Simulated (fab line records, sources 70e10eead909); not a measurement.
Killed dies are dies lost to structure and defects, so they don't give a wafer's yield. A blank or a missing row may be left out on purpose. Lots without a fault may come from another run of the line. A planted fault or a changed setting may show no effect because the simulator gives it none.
Chamber matching | flow nand_harc | NHARC_P_M2_CMP_23 on cmp-01: 4 sister chambers
The step polishes, t overpolish 20 s, target thk 144.3 nm. 4 wafers are shown with their chamber, then 8 later ones without.

WAFERS WITH THEIR CHAMBER
wafer  | chamber | motor_current_A (A)
L602.2 | 0       | 12.9
L602.3 | 1       | 12.3
L602.4 | 2       | 14.9
L603.1 | 3       | 11.8

WAFERS WITHOUT THEIR CHAMBER
wafer  | motor_current_A (A)
L603.2 | 14.4
L603.6 | 11.2
L606.1 | 13.9
L606.5 | 11.4
L606.6 | 12.9
L607.1 | 12.1
L607.4 | 14.3
L607.6 | 12.3

WHICH CHAMBER EACH WENT THROUGH
wafer  | from the rows above          | in truth
L603.2 | can't be placed: 2 or 0      | 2
L603.6 | can't be placed: 3 or 1      | 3
L606.1 | can't be placed: 0 or 2 or 1 | 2
L606.5 | can't be placed: 3 or 1      | 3
L606.6 | can't be placed: 0 or 1      | 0
L607.1 | can't be placed: 1 or 3 or 0 | 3
L607.4 | can't be placed: 2 or 0      | 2
L607.6 | can't be placed: 1 or 3 or 0 | 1
Placed correctly: 0 of 8. Can't be placed from these rows: 8 (the true chamber is among the candidates in 8). Placed wrongly: 0.
How it was worked out, from the rows above alone: a wafer's distance from a chamber is the root of the sum, over the readings, of the square of ((its reading less the chamber's mean) divided by the reading's scatter). The wafer belongs to the nearest chamber; if the next one is less than 2 further off, it can't be placed. A chamber's mean is the mean of its shown wafers. The scatter: with one shown wafer a chamber, the root of the mean of the squares of how far each hidden wafer lies from its nearest shown one.
